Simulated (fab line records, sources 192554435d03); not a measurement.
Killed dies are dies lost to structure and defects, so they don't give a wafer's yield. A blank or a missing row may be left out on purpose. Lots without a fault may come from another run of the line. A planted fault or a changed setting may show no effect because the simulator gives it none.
A struck lot beside a sound one | flow n5_finfet | 15 steps out of a route of 1938
Sound: wafers L430.1, L430.3, L430.4. Struck: wafers L432.1, L432.5, L432.6. The cause comes at the end.
At each step with rows: each side's tool, then ch and its chambers, then its first start. Under that, the readings that differ: sound wafers | struck wafers | difference of the means | sigmas: that difference in standard deviations of wafers without a fault.
alike: readings whose means differ by less than 2 such deviations, and words and numbers that are the same on both sides. not compared: withheld readings, readings that some wafer has no value for, bounds like >300 that may hide the same value, and numbers for which the record gives no deviation and whose values overlap.
The two part at a step that has a row with sigmas, a row that says differs or no value, or rows on one side only. Numbers that don't overlap but have no deviation are shown without sigmas and don't part them. A reading that every wafer of one side lacks parts them only if that side has two wafers or more.

first, 4 steps without rows for these wafers: N5_GATE_CUT_ETCH_19 (etches SiNx in CH3F/O2, target depth 53.7 nm, time 76.7 s); N5_GATE_CUT_CUT_ETCH_53 (etches W in SF6/Cl2, target depth 79.2 nm); N5_GATE_CUT_CUT_ETCH_54 (etches TiN in Cl2/BCl3, target depth 96.7 nm); N5_GATE_CUT_CUT_ETCH_55 (etches HfO2 in BCl3, target depth 3.2 nm).
N5_GATE_CUT_ETCH_47: etches SiO2 in Cl2/BCl3, target depth 10 nm.
  sound on rie_metal-01 ch 0,1, day 4 21:16; struck on rie_metal-02 ch 0,1, day 5 12:19
  alike: drypump_motor_current_A, oes_product_au, throttle_valve_pct
  not compared: rf_hours_counter_h
N5_GATE_CUT_VAPOR_ETCH_48: etches TiN in BCl3/Cl2.
  sound on rie_metal-01 ch 0,1, day 4 21:18; struck on rie_metal-02 ch 0,1, day 5 12:21
  alike: drypump_motor_current_A, oes_product_au
N5_GATE_CUT_VAPOR_ETCH_49: etches TiAlC in BCl3/Cl2.
  sound on rie_metal-01 ch 0,1, day 4 21:20; struck on rie_metal-02 ch 0,1, day 5 12:23
  alike: drypump_motor_current_A, oes_product_au
N5_GATE_CUT_VAPOR_ETCH_51: etches HfO2 in BCl3/Cl2.
  sound on rie_metal-01 ch 0,1, day 4 21:22; struck on rie_metal-02 ch 0,1, day 5 12:25
  alike: drypump_motor_current_A, oes_product_au
then, 3 steps without rows for these wafers: N5_GATE_CUT_STRIP_21 (strips in N2/H2, time 30 s); N5_GATE_CUT_STRIP_29 (strips in post etch residue remover, time 60 s); N5_GATE_CUT_SRD_52 (time 30 s).
N5_GATE_CUT_ALD_22: deposits SiNx, target thk 16 nm, pulse time 1 s, ald cycles 320.
  sound on ald_sin-04 ch 1,2,3, day 5 00:16; struck on ald_sin-01 ch 1,2, day 5 12:37
  alike: heater_power_w, precursor_pulse_height_rel
N5_GATE_CUT_CMP_23: polishes, stops on SiO2, t overpolish 23.4 s, target thk 16 nm.
  sound on cmp-03 ch 0,1,3, day 5 01:47; struck on cmp-03 ch 1,2, day 5 14:07
  reading          | sound             | struck            | difference | sigmas
  platen_rpm (rpm) | 51.79 51.82 51.74 | 53.85 53.94 53.93 | +2.12      | +56
  alike: motor_current_A, overpolish_run_s, time_to_endpoint_s
  not compared: pad_life_wafers
N5_GATE_CUT_THK_MEAS_24:
  sound on film_metro-02, day 5 02:03; struck on film_metro-02, day 5 14:24
  alike: GC_FILL_THK
N5_PASSIVATION_PROBE_49:
  the record has rows for the sound wafers here (prober-02, day 12 13:09) and none for the struck ones

WHERE THEY PART
First at N5_GATE_CUT_CMP_23; last, within this record, at N5_PASSIVATION_PROBE_49.

WHY: what the simulator had put in
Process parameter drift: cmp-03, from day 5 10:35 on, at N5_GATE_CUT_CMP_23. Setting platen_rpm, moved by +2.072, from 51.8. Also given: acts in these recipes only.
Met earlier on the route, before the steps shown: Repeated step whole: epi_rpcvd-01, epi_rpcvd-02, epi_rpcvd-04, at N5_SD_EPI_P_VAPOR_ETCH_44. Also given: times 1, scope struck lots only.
